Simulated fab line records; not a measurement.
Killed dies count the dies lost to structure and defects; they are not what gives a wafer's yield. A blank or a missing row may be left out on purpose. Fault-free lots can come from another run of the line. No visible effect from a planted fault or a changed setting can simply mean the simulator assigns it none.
Split-lot study :: flow n5-finfet :: on a route of 1938 steps: 7 lots, 21 wafers read

== THE SPLIT ==
At N5_BEOL_M1_PECVD_72 (deposits SiO2 from TEOS/O2, target thk 16 nm, time 18 s), the setting time-s was moved away from the recipe's 18 s on 6 of the 21 wafers read, by -12.3% to +7.6%. All remaining wafers had this setting at the recipe value.

The split's own step is where the reading is taken.

== THE READING ==
SiO2_of_BEOL_M1_PECVD_72.thk-nm (the simulator's own value, which no gauge read), in nm, at N5_BEOL_M1_PECVD_72 (deposits SiO2 from TEOS/O2, target thk 16 nm, time 18 s). There is no usual value for it anywhere in the file. The 15 wafers here that ran the recipe average 15.9 nm, standard deviation 0.25 nm.

wafer: L075.1
tool, chamber at the split: pecvd-02, 0
time-s as run, s: 18
against the recipe: recipe
SiO2_of_BEOL_M1_PECVD_72.thk-nm, nm: 15.8
against lot-mates on the recipe: -

wafer: L075.4
tool, chamber at the split: pecvd-02, 0,2
time-s as run, s: 18
against the recipe: recipe
SiO2_of_BEOL_M1_PECVD_72.thk-nm, nm: 16.2
against lot-mates on the recipe: -

wafer: L075.6
tool, chamber at the split: pecvd-02, 0,2
time-s as run, s: 18
against the recipe: recipe
SiO2_of_BEOL_M1_PECVD_72.thk-nm, nm: 16.2
against lot-mates on the recipe: -

wafer: L077.1
tool, chamber at the split: pecvd-04, 1
time-s as run, s: 19.37
against the recipe: +7.6%
SiO2_of_BEOL_M1_PECVD_72.thk-nm, nm: 17
against lot-mates on the recipe: +1.1

wafer: L077.4
tool, chamber at the split: pecvd-04, 2
time-s as run, s: 18
against the recipe: recipe
SiO2_of_BEOL_M1_PECVD_72.thk-nm, nm: 15.8
against lot-mates on the recipe: -

wafer: L077.5
tool, chamber at the split: pecvd-04, 1
time-s as run, s: 18
against the recipe: recipe
SiO2_of_BEOL_M1_PECVD_72.thk-nm, nm: 16
against lot-mates on the recipe: -

wafer: L084.2
tool, chamber at the split: pecvd-03, 2
time-s as run, s: 18
against the recipe: recipe
SiO2_of_BEOL_M1_PECVD_72.thk-nm, nm: 15.8
against lot-mates on the recipe: -

wafer: L084.4
tool, chamber at the split: pecvd-03, 1
time-s as run, s: 18
against the recipe: recipe
SiO2_of_BEOL_M1_PECVD_72.thk-nm, nm: 15.4
against lot-mates on the recipe: -

wafer: L084.6
tool, chamber at the split: pecvd-03, 0
time-s as run, s: 15.94
against the recipe: -11.4%
SiO2_of_BEOL_M1_PECVD_72.thk-nm, nm: 13.8
against lot-mates on the recipe: -1.8

wafer: L090.1
tool, chamber at the split: pecvd-02, 0
time-s as run, s: 18
against the recipe: recipe
SiO2_of_BEOL_M1_PECVD_72.thk-nm, nm: 16
against lot-mates on the recipe: -

wafer: L090.4
tool, chamber at the split: pecvd-02, 2
time-s as run, s: 15.79
against the recipe: -12.3%
SiO2_of_BEOL_M1_PECVD_72.thk-nm, nm: 14.4
against lot-mates on the recipe: -1.7

wafer: L090.5
tool, chamber at the split: pecvd-02, 0
time-s as run, s: 18
against the recipe: recipe
SiO2_of_BEOL_M1_PECVD_72.thk-nm, nm: 16.2
against lot-mates on the recipe: -

wafer: L092.2
tool, chamber at the split: pecvd-03, 2
time-s as run, s: 18
against the recipe: recipe
SiO2_of_BEOL_M1_PECVD_72.thk-nm, nm: 16
against lot-mates on the recipe: -

wafer: L092.3
tool, chamber at the split: pecvd-03, 0
time-s as run, s: 16.22
against the recipe: -9.9%
SiO2_of_BEOL_M1_PECVD_72.thk-nm, nm: 14.2
against lot-mates on the recipe: -1.8

wafer: L092.5
tool, chamber at the split: pecvd-03, 1
time-s as run, s: 16.22
against the recipe: -9.9%
SiO2_of_BEOL_M1_PECVD_72.thk-nm, nm: 14
against lot-mates on the recipe: -2.0

wafer: L095.2
tool, chamber at the split: pecvd-03, 2
time-s as run, s: 18
against the recipe: recipe
SiO2_of_BEOL_M1_PECVD_72.thk-nm, nm: 16.2
against lot-mates on the recipe: -

wafer: L095.6
tool, chamber at the split: pecvd-03, 2
time-s as run, s: 18
against the recipe: recipe
SiO2_of_BEOL_M1_PECVD_72.thk-nm, nm: 16.2
against lot-mates on the recipe: -

wafer: L095.3
tool, chamber at the split: pecvd-03, 1
time-s as run, s: 16.3
against the recipe: -9.4%
SiO2_of_BEOL_M1_PECVD_72.thk-nm, nm: 14.4
against lot-mates on the recipe: -1.8

wafer: L097.3
tool, chamber at the split: pecvd-03, 0,1
time-s as run, s: 18
against the recipe: recipe
SiO2_of_BEOL_M1_PECVD_72.thk-nm, nm: 15.6
against lot-mates on the recipe: -

wafer: L097.4
tool, chamber at the split: pecvd-03, 0,1
time-s as run, s: 18
against the recipe: recipe
SiO2_of_BEOL_M1_PECVD_72.thk-nm, nm: 15.6
against lot-mates on the recipe: -

wafer: L097.6
tool, chamber at the split: pecvd-03, 0
time-s as run, s: 18
against the recipe: recipe
SiO2_of_BEOL_M1_PECVD_72.thk-nm, nm: 16
against lot-mates on the recipe: -
Rows listing several chambers each stand for several wafers; the file does not say which wafer went through which chamber.

THE FIT
A straight line over all 21 wafers: SiO2_of_BEOL_M1_PECVD_72.thk-nm changes by +0.162 nm for each +1% of time-s; r = +0.95; the points scatter about the line by 0.27 nm.
The same after taking each lot's own level away (the mean of its wafers on the recipe; 21 wafers): +0.166 nm for each +1%; r = +0.98; scatter 0.19 nm.
According to that fit, moving time-s by its largest amount changes the reading by 2 nm.
The lots' own levels span 15.60 to 16.20 nm, that is 2.4 times the standard deviation above.
So the lot-to-lot level changes the slope little: the two slopes agree.
Check: with one of the wafers moved furthest among these (-12.3%) left out of the fit, the line predicts -2.17 nm for it against its lot-mates. Against them it came out at -1.7 nm.

== FURTHER SPLITS ON THESE WAFERS ==
Before the reading, these wafers also passed through other splits. Each is held against what the fit with the lots' levels taken away leaves over:
other split on the same wafers: N5_BEOL_M0_SAQP_COAT_08 spin-rpm
wafers away from the commonest value: 8
r with SiO2_of_BEOL_M1_PECVD_72.thk-nm (lot level and that fit taken away): -0.38

other split on the same wafers: N5_BEOL_M0_CUTY_ETCH_63 source-w
wafers away from the commonest value: 6
r with SiO2_of_BEOL_M1_PECVD_72.thk-nm (lot level and that fit taken away): +0.24

other split on the same wafers: N5_BEOL_M0_DEP_125 time-s
wafers away from the commonest value: 7
r with SiO2_of_BEOL_M1_PECVD_72.thk-nm (lot level and that fit taken away): +0.21

== FILE'S OWN FIT ==
SiO2_of_BEOL_M1_PECVD_72.thk-nm changes by +0.163 nm for each +1% of time-s, r = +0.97.
